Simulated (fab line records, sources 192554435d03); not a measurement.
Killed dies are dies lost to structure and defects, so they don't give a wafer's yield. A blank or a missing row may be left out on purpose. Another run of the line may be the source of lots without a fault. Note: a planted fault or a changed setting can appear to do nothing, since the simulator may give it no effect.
Matching of chambers    flow n5-finfet    N5_HKMG_FIN_HK_ALD_01 on ald-hk-03 has 4 sister chambers
The step deposits HfO2, target thk 1.6 nm, pulse time 3 s, purge time 3 s. 8 wafers are shown with their chamber, then 8 later ones without.

WAFERS, EACH WITH ITS CHAMBER
wafer   chamber  precursor-pulse-height-rel
L086.1  3        1.046
L089.2  0        0.974
L089.5  2        0.992
L089.6  1        1.012
L092.1  0        1.011
L092.2  3        0.986
L092.4  2        1.022
L093.2  1        0.995

WAFERS WITH NO CHAMBER GIVEN
wafer   precursor-pulse-height-rel
L093.5  1.026
L093.6  0.996
L096.1  1.006
L096.2  0.987
L096.5  0.990
L097.1  0.971
L097.2  0.982
L097.5  0.985

WHICH CHAMBER EACH WENT THROUGH
wafer   from the rows above                in truth
L093.5  can't be placed: 3 or 2 or 1 or 0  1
L093.6  can't be placed: 0 or 1 or 2 or 3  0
L096.1  can't be placed: 2 or 1 or 3 or 0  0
L096.2  can't be placed: 0 or 1 or 2 or 3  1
L096.5  can't be placed: 0 or 1 or 2 or 3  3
L097.1  can't be placed: 0 or 1 or 2 or 3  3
L097.2  can't be placed: 0 or 1 or 2 or 3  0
L097.5  can't be placed: 0 or 1 or 2 or 3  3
Placed correctly: 0 of 8. From these rows, 8 cannot be placed; in 8 the true chamber is one of the candidates. Number placed wrongly: 0.
How it was worked out, from the rows above alone: a wafer's distance from a chamber is the root of the sum, over the readings, of the square of ((its reading less the chamber's mean) divided by the reading's scatter). If the next closest chamber is less than 2 further off than the closest, the wafer can't be placed; otherwise it belongs to the closest. Each chamber's mean is taken over the wafers shown for it. The scatter is the square root of a quotient: the sum, over the shown wafers, of each reading's squared deviation from its chamber's mean, divided by wafers minus chambers.
